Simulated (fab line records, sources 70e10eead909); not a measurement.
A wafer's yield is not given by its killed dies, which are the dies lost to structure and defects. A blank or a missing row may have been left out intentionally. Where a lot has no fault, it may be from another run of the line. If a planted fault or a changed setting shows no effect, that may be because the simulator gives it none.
Which tool was responsible? / flow nandHarc / 7 lots with 21 wafers sampled at 3 steps, on a route of 1159 steps

## WHAT THE GAUGES SHOWED, per wafer
NHARC_A_M0_CD_MEAS_09: target cd 80 nm.
lot=L723; measured=day 18 15:13; on=cdSem-02; cdNm (nm)=80.6 82.0 80.6
lot=L726; measured=day 19 15:10; on=cdSem-01; cdNm (nm)=81.7 82.5 81.7
lot=L727; measured=day 19 22:05; on=cdSem-01; cdNm (nm)=80.6 80.2 79.6
lot=L729; measured=day 20 02:17; on=cdSem-02; cdNm (nm)=79.7 79.9 80.3
lot=L738; measured=day 23 17:01; on=cdSem-02; cdNm (nm)=70.8 70.8 69.9
lot=L741; measured=day 23 23:37; on=cdSem-01; cdNm (nm)=80.4 80.4 80.2
lot=L744; measured=day 24 09:20; on=cdSem-03; cdNm (nm)=79.3 80.8 79.5

## WHAT TOOL EACH LOT RAN ON (gives the tool, then ch and the chambers of the sampled wafers, and finally the start)
lot=L723; NHARC_A_BLC_PVD_32=pvdSputter-01, day 18 15:08 or earlier; NHARC_A_M0_PEB_07=lithoTrack-06 ch 0, day 18 15:08
lot=L726; NHARC_A_BLC_PVD_32=pvdSputter-02, day 19 15:05 or earlier; NHARC_A_M0_PEB_07=lithoTrack-06 ch 0, day 19 15:05
lot=L727; NHARC_A_BLC_PVD_32=pvdSputter-03, day 19 22:00 or earlier; NHARC_A_M0_PEB_07=lithoTrack-04 ch 0, day 19 22:00
lot=L729; NHARC_A_BLC_PVD_32=pvdSputter-03, day 20 02:12 or earlier; NHARC_A_M0_PEB_07=lithoTrack-01 ch 0, day 20 02:12
lot=L738; NHARC_A_BLC_PVD_32=pvdSputter-03, day 23 16:56 or earlier; NHARC_A_M0_PEB_07=lithoTrack-01 ch 0, day 23 16:56
lot=L741; NHARC_A_BLC_PVD_32=pvdSputter-03, day 23 23:32 or earlier; NHARC_A_M0_PEB_07=lithoTrack-06 ch 0, day 23 23:32
lot=L744; NHARC_A_BLC_PVD_32=pvdSputter-02, day 24 09:15 or earlier; NHARC_A_M0_PEB_07=lithoTrack-06 ch 0, day 24 09:15
- NHARC_A_BLC_PVD_32: deposits Ti, target thk 5 nm, time 17.7 s.
- NHARC_A_M0_PEB_07: peb time 65 s.

## THE ANSWER, worked out from the rows above alone
Rule: usual is defined by the lots themselves. The widest of any qualifying gaps counts: lots, ordered by their means at a reading, are off when they make up no more than a third of the lots, leave a main group of 4 or more, and stand apart from it by 3 or more times the standard deviation of that group's means. A main group is skipped when, at the precision printed for the reading in the tables above, its means are all equal. A lot without any number at a reading at which 4 lots or more have one is off too. Any other lot the step has rows for is counted as sound.
Off at NHARC_A_M0_CD_MEAS_09 (cdNm): L738. For the main group the mean is 80.6 nm and the standard deviation 0.74.
A tool fits if, at a process step before that reading, it ran every lot that is off, and no sound lot after the first of them. The gauges at NHARC_A_M0_CD_MEAS_09 are tried like those tools. With no start given for some of its lots, NHARC_A_BLC_PVD_32 uses the hours and lot order of NHARC_A_M0_PEB_07. Undecided on this evidence; 2 tools fit (lithoTrack-01 at NHARC_A_M0_PEB_07, cdSem-02 at NHARC_A_M0_CD_MEAS_09).

## WHAT THE SIMULATOR HAD INSERTED
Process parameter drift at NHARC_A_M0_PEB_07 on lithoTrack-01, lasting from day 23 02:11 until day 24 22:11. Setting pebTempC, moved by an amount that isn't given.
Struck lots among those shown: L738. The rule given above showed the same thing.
